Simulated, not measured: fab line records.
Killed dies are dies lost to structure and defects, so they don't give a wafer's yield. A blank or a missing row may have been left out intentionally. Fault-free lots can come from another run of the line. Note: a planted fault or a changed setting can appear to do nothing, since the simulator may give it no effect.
Chamber matching | flow nandHarc | 3 sister chambers for NHARC_A_BONDPAD_DEP_00 on pecvd-03
The step deposits SiCN, target thk 250 nm. 6 wafers are shown with their chamber, then 10 later ones without.

== WAFERS, EACH WITH ITS CHAMBER ==
wafer  | chamber | rfFwdPowerW (W) | heaterPowerW (W)
L889.1 | 2       | 449.8           | 508
L892.1 | 0       | 449.5           | 613
L892.5 | 1       | 449.4           | 495
L892.6 | 2       | 447.2           | 518
L894.1 | 1       | 448.6           | 582
L894.3 | 0       | 450.5           | 590

== WAFERS WITH NO CHAMBER GIVEN ==
wafer  | rfFwdPowerW (W) | heaterPowerW (W)
L894.6 | 450.1           | 546
L897.2 | 449.3           | 549
L897.3 | 450.4           | 572
L897.5 | 447.3           | 525
L896.2 | 446.1           | 597
L896.3 | 450.4           | 522
L896.5 | 448.9           | 601
L902.1 | 448.3           | 491
L902.4 | 450.2           | 491
L902.5 | 451.9           | 540

== WHICH CHAMBER EACH ONE RAN IN ==
wafer  | from the rows above          | in truth
L894.6 | can't be placed: 1 or 0 or 2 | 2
L897.2 | can't be placed: 1 or 2 or 0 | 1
L897.3 | can't be placed: 0 or 1 or 2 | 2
L897.5 | can't be placed: 2 or 1      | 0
L896.2 | can't be placed: 1 or 2 or 0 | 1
L896.3 | can't be placed: 1 or 2 or 0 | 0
L896.5 | can't be placed: 0 or 1 or 2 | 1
L902.1 | can't be placed: 2 or 1      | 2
L902.4 | can't be placed: 2 or 1 or 0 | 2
L902.5 | can't be placed: 0 or 1 or 2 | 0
Correct placement for 0 of the 10. Can't be placed from these rows: 10 (the true chamber is among the candidates in 9). Wrongly placed: 0.
How it was worked out, from the rows above alone: a wafer's distance from a chamber is the root of the sum, over the readings, of the square of ((its reading less the chamber's mean) divided by the reading's scatter). If the next closest chamber is less than 2 further off than the closest, the wafer can't be placed; otherwise it belongs to the closest. A chamber's mean is the mean of its shown wafers. The scatter: take each reading less its chamber's mean, square it, sum over the shown wafers, divide by the number of wafers less the number of chambers, and take the root.
